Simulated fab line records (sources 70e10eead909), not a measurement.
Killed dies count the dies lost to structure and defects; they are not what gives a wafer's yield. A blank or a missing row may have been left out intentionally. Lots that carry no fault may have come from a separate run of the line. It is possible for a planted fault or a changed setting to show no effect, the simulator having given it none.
Which tool was responsible? :: flow nandHarc :: 7 lots, 21 wafers sampled, at 5 steps of a route of 1302

WHAT THE GAUGES SHOWED, per wafer
NHARC_A_ONON_D1_THK_MEAS_14: measures by ellipsometry.
lot: L647
measured: day 8 14:48
on: filmMetro-01
thkNm (nm): 1015 1015 1016

lot: L650
measured: day 9 21:27
on: filmMetro-01
thkNm (nm): 1001 999 1000

lot: L652
measured: day 10 18:14
on: filmMetro-01
thkNm (nm): 1001 1001 1002

lot: L656
measured: day 12 13:46
on: filmMetro-02
thkNm (nm): 1012 728 1013

lot: L662
measured: day 15 04:12
on: filmMetro-01
thkNm (nm): 995 994 994

lot: L664
measured: day 15 22:28
on: filmMetro-02
thkNm (nm): 1007 1006 1008

lot: L668
measured: day 17 15:20
on: filmMetro-01
thkNm (nm): 1013 1013 1012

TOOL THAT RAN EACH LOT (tool first, then ch and the chambers of the sampled wafers, then the start)
lot: L647
NHARC_P_BONDPAD_DEGAS_25: pvdSputter-03, day 7 08:44
NHARC_P_BONDPAD_PRE_CLEAN_26: pvdSputter-03, day 8 14:17 or earlier
NHARC_P_BONDPAD_PVD_27: pvdSputter-03, day 8 14:17 or earlier
NHARC_A_ONON_D1_DEP_12: pecvdOnon-01 ch 0, day 8 14:17

lot: L650
NHARC_P_BONDPAD_DEGAS_25: pvdSputter-03, day 8 17:25
NHARC_P_BONDPAD_PRE_CLEAN_26: pvdSputter-03, day 9 20:59 or earlier
NHARC_P_BONDPAD_PVD_27: pvdSputter-03, day 9 20:59 or earlier
NHARC_A_ONON_D1_DEP_12: pecvdOnon-02 ch 0, day 9 20:59

lot: L652
NHARC_P_BONDPAD_DEGAS_25: pvdSputter-03, day 9 15:06
NHARC_P_BONDPAD_PRE_CLEAN_26: pvdSputter-03, day 10 17:43 or earlier
NHARC_P_BONDPAD_PVD_27: pvdSputter-03, day 10 17:43 or earlier
NHARC_A_ONON_D1_DEP_12: pecvdOnon-01 ch 0, day 10 17:43

lot: L656
NHARC_P_BONDPAD_DEGAS_25: pvdSputter-01, day 11 10:37
NHARC_P_BONDPAD_PRE_CLEAN_26: pvdSputter-01, day 12 13:15 or earlier
NHARC_P_BONDPAD_PVD_27: pvdSputter-01, day 12 13:15 or earlier
NHARC_A_ONON_D1_DEP_12: pecvdOnon-02 ch 0, day 12 13:15

lot: L662
NHARC_P_BONDPAD_DEGAS_25: pvdSputter-02, day 13 16:38
NHARC_P_BONDPAD_PRE_CLEAN_26: pvdSputter-02, day 15 03:41 or earlier
NHARC_P_BONDPAD_PVD_27: pvdSputter-02, day 15 03:41 or earlier
NHARC_A_ONON_D1_DEP_12: pecvdOnon-04 ch 0, day 15 03:41

lot: L664
NHARC_P_BONDPAD_DEGAS_25: pvdSputter-03, day 14 19:57
NHARC_P_BONDPAD_PRE_CLEAN_26: pvdSputter-03, day 15 22:00 or earlier
NHARC_P_BONDPAD_PVD_27: pvdSputter-03, day 15 22:00 or earlier
NHARC_A_ONON_D1_DEP_12: pecvdOnon-02 ch 0, day 15 22:00

lot: L668
NHARC_P_BONDPAD_DEGAS_25: pvdSputter-01, day 16 09:32
NHARC_P_BONDPAD_PRE_CLEAN_26: pvdSputter-01, day 17 14:56 or earlier
NHARC_P_BONDPAD_PVD_27: pvdSputter-01, day 17 14:56 or earlier
NHARC_A_ONON_D1_DEP_12: pecvdOnon-04 ch 0, day 17 14:56
- NHARC_P_BONDPAD_DEGAS_25: time 60 s.
- NHARC_P_BONDPAD_PRE_CLEAN_26: time 30 s.
- NHARC_P_BONDPAD_PVD_27: deposits Cu, target thk 30 nm, time 20.49 s.
- NHARC_A_ONON_D1_DEP_12: target thk 1000 nm.

THE ANSWER, worked out from the rows above alone
Rule: the lots themselves supply what counts as usual. The widest of any qualifying gaps counts: lots, ordered by their means at a reading, are off when they make up no more than a third of the lots, leave a main group of 4 or more, and stand apart from it by 3 or more times the standard deviation of that group's means. A main group whose means are all the same, to the digits that the tables above print for the reading, isn't used. A lot without any number at a reading at which 4 lots or more have one is off too. Where the step has rows for the other lots, those lots are counted as sound.
Off: L656 (NHARC_A_ONON_D1_THK_MEAS_14, thkNm). The main group has a mean of 1005 nm with a standard deviation of 7.3.
A tool fits if, at a process step before that reading, it ran every lot that is off, and no sound lot after the first of them. Gauges at NHARC_A_ONON_D1_THK_MEAS_14: tried the same way as those tools. Because NHARC_P_BONDPAD_PRE_CLEAN_26 lacks a start for some lots, the hours and order of its lots are taken from NHARC_A_ONON_D1_DEP_12. Because NHARC_P_BONDPAD_PVD_27 lacks a start for some lots, the hours and order of its lots are taken from NHARC_A_ONON_D1_DEP_12. None of those tried fits.

WHAT HAD BEEN PUT IN BY THE SIMULATOR
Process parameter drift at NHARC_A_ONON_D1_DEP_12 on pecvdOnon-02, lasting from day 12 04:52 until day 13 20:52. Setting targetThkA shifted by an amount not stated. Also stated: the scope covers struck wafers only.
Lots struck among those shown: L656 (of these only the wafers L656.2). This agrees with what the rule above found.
